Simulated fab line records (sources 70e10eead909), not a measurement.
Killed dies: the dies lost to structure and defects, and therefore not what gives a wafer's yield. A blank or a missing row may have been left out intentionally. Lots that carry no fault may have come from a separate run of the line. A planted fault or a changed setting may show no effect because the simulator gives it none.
A lot that was struck, set against a sound lot | flow nand harc | 13 out of 1302 route steps
Sound: these wafers, L447.1, L447.4, L447.6. Wafers struck: L437.1, L437.2, L437.4. The cause is given at the end.
For every step that has rows: the tool of each side, followed by ch and its chambers, followed by its first start. Under that, the readings that differ: sound wafers | struck wafers | difference of the means | sigmas: that difference in standard deviations of wafers without a fault.
alike: words and numbers the same on both sides, and readings whose means are apart by under 2 such deviations; not compared: readings that were withheld, readings missing a value for some wafer, numbers with overlapping values and no deviation given by the record, and bounds like >300 which may hide the same value.
A row with sigmas, a row that says differs or no value, or rows on one side alone: a step with any of these is where the two part. Non-overlapping numbers with no deviation appear without sigmas and do not part them. A reading that every wafer of one side lacks parts them only if that side has two wafers or more.

first, 7 steps without rows for these wafers: NHARC_P_STI_SRD_35; NHARC_P_STI_ETCH_36 (etches SiO2 in dHF, target depth 38.8 nm); NHARC_P_STI_STRIP_24 (strips Si3N4 in H3PO4); NHARC_P_STI_ETCH_37 (etches SiO2 in dHF, target depth 11 nm); NHARC_P_STI_PRECLEAN_38 (cleans in SC1); NHARC_P_STI_SRD_39; NHARC_P_STI_OXIDE_40 (material SiO2, target thk 10 nm, ox time 1362 s).
NHARC_P_STI_INSPECT_25:
  sound on defect inspect-01, day 11 08:50; struck on defect inspect-02, day 6 23:08
  alike: raw defect count
then, 3 steps without rows for these wafers: NHARC_P_GATE_ETCH_69 (etches SiO2 in dHF, target depth 14 nm); NHARC_P_GATE_PRECLEAN_70 (cleans in SC1); NHARC_P_GATE_SRD_01.
NHARC_P_GATE_OXIDE_02: material SiO2, target thk 37.5 nm, ox time 365 s.
  sound on furnace-03 ch 0, day 11 12:13; struck on furnace-02, day 7 02:52
  no value came back on the struck wafers for ox temp c (C), ox time s (s), spike tc bottom C (C), tube center temp C (C); on the sound wafers ox temp c (C) reads 950.6 949.8 950.0
then, 1 step without rows for these wafers: NHARC_P_GATE_DEHYDRATE_03 (time 120 s).

== WHERE THEY PART ==
At NHARC_P_GATE_OXIDE_02 and nowhere else, as far as this record goes.

WHY: what had been put in by the simulator
Skipped step whole: furnace-02, from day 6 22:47 on, at NHARC_P_GATE_OXIDE_02. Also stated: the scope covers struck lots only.
